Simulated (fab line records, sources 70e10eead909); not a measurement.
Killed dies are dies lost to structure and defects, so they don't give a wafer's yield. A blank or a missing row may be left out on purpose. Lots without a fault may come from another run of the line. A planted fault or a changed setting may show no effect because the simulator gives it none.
Which tool did it? | flow nand_harc | 12 lots, 36 wafers sampled, at 1 step of a route of 1302

WHAT THE GAUGES READ, wafer by wafer
NHARC_A_CHANNEL_HOLE_D2_CD_MEAS_18.
lot  | measured     | on        | cd_nm (nm)
L074 | day 13 10:08 | cd_sem-02 | 100.2 103.1 100.5
L076 | day 14 07:12 | cd_sem-01 | 99.4 103.2 100.0
L078 | day 15 03:26 | cd_sem-03 | 101.6 100.9 100.0
L081 | day 16 10:28 | cd_sem-02 | 100.1 99.0 99.9
L084 | day 17 12:12 | cd_sem-02 | 102.0 101.7 100.2
L085 | day 17 22:28 | cd_sem-01 | 98.6 99.3 97.0
L086 | day 18 05:34 | cd_sem-01 | 97.5 98.8 99.1
L089 | day 19 14:16 | cd_sem-01 | 99.6 99.4 99.6
L091 | day 20 04:38 | cd_sem-02 | 99.1 100.9 99.3
L094 | day 21 08:58 | cd_sem-03 | 99.1 97.5 98.2
L096 | day 22 13:31 | cd_sem-02 | 102.2 101.8 101.1
L097 | day 23 01:56 | cd_sem-02 | 101.3 100.1 100.3

WHICH TOOL RAN EACH LOT (tool, then ch and the chambers of the sampled wafers, then the start)
The record holds no process step before these readings.

THE ANSWER, worked out from the rows above alone
Rule: what is usual is taken from the lots themselves. Put in order of their means at a reading, lots are off if they are a third of the lots or fewer, leave a main group of 4 or more, and stand apart from it by a gap of 3 or more times the standard deviation of the main group's means; of several such gaps the widest counts. A main group whose means are all the same, to the digits that the tables above print for the reading, isn't used. A lot without any number at a reading at which 4 lots or more have one is off too. The other lots that the step has rows for count as sound.
No lot is off at any reading shown: from this, nothing can be told.

WHAT THE SIMULATOR HAD PUT IN
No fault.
